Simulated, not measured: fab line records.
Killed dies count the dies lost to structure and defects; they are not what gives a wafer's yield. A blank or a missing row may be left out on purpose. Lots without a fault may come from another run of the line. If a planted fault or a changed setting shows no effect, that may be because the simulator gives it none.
Split-lot trial | flow n5_finfet | 21 wafers read across 7 lots, on a route 1938 steps long

## ON THE SPLIT
At N5_BEOL_M13_ILD_DEP_00 (deposits SiOC from DEMS/O2, target thk 837.92 nm, time 166.4 s), the setting time_s was moved away from the recipe's 166.4 s on 9 of the 21 wafers read, by -12.0% to +14.9%. This setting was run at the recipe's value on the other wafers.

No step appears in the file between the split and the reading.

## THE READING
At N5_BEOL_M13_THK_MEAS_01: M13_ILD_THK, given in nm. Typical for fault-free wafers on this fab line: 839 nm, with standard deviation 11 nm.

wafer  | tool, chamber at the split | time_s as run, s | against the recipe | M13_ILD_THK, nm | against lot-mates on the recipe
L083.3 | pecvd-03, 2                | 166.4            | recipe             | 827             | -
L083.4 | pecvd-03, 0                | 166.4            | recipe             | 838             | -
L083.5 | pecvd-03, 1                | 166.4            | recipe             | 845             | -
L086.1 | pecvd-03, 2                | 146.4            | -12.0%             | 748             | -90
L086.2 | pecvd-03, 1                | 166.4            | recipe             | 838             | -
L086.5 | pecvd-03, 0                | 146.4            | -12.0%             | 758             | -80
L087.1 | pecvd-03, 0                | 166.4            | recipe             | 838             | -
L087.2 | pecvd-03, 1                | 191.2            | +14.9%             | 954             | +116
L087.6 | pecvd-03, 1                | 191.2            | +14.9%             | 974             | +136
L089.3 | pecvd-01, 0                | 166.4            | recipe             | 835             | -
L089.5 | pecvd-01, 1                | 191.2            | +14.9%             | 981             | +146
L089.6 | pecvd-01, 0                | 191.2            | +14.9%             | 974             | +139
L090.2 | pecvd-03, 2                | 166.4            | recipe             | 844             | -
L090.3 | pecvd-03, 1                | 166.4            | recipe             | 849             | -
L090.6 | pecvd-03, 0                | 166.4            | recipe             | 855             | -
L092.1 | pecvd-03, 2                | 147.2            | -11.5%             | 738             | -104
L092.2 | pecvd-03, 0                | 147.2            | -11.5%             | 739             | -103
L092.5 | pecvd-03, 2                | 166.4            | recipe             | 842             | -
L096.1 | pecvd-03, 0                | 150              | -9.9%              | 761             | -90
L096.3 | pecvd-03, 2                | 166.4            | recipe             | 847             | -
L096.5 | pecvd-03, 0                | 166.4            | recipe             | 856             | -

FIT RESULTS
A straight line over all 21 wafers: M13_ILD_THK changes by +8.44 nm for each +1% of time_s; r = +0.99; the points scatter about the line by 9.2 nm.
The same after taking each lot's own level away (the mean of its wafers on the recipe; 21 wafers): +8.65 nm for each +1%; r = +0.99; scatter 9.2 nm.
Per that fit: largest time_s move, reading shift of 1.3e+02 nm.
Measured against the standard deviation above, the lots' own levels, which go from 835.0 to 851.5 nm, span 1.5 times it.
So the lot-to-lot level changes the slope little: the two slopes agree.
Check: for one of the wafers moved furthest among these (+14.9%), held out of the fit, the line's prediction against its lot-mates is +135 nm. Against them it came out at +116 nm.

## THE WHOLE CHAIN: every reading that the file lists as answering this split, in the file's order
step                    | what it does                                                   | reading                                                                             | change (the file's fit)              | r (the file's)
N5_BEOL_M13_ILD_DEP_00  | deposits SiOC from DEMS/O2, target thk 837.92 nm, time 166.4 s | SiOC_of_BEOL_M13_ILD_DEP_00.thk_nm (the simulator's own value, which no gauge read) | +8.71 nm for each +1% of the setting | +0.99
N5_BEOL_M13_THK_MEAS_01 |                                                                | M13_ILD_THK                                                                         | +8.7 for each +1% of the setting     | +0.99
N5_BEOL_M13_VIA_ETCH_16 | etches SiOC in C4F8/O2/Ar, target depth 921.7 nm               | etch.depth_nm (the simulator's own value, which no gauge read)                      | +8.7 nm for each +1% of the setting  | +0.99
N5_BEOL_M13_VIA_ETCH_16 | etches SiOC in C4F8/O2/Ar, target depth 921.7 nm               | coat_of_BEOL_M13_COAT_04.thk_nm (the simulator's own value, which no gauge read)    | -2.59 nm for each +1% of the setting | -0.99
N5_BEOL_M13_STRIP_63    | strips in N2/H2                                                | strip_time_to_endpoint_s                                                            | withheld for each +1% of the setting | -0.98

## THE FILE'S OWN FIT
M13_ILD_THK changes by +8.7 nm for each +1% of time_s, r = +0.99.
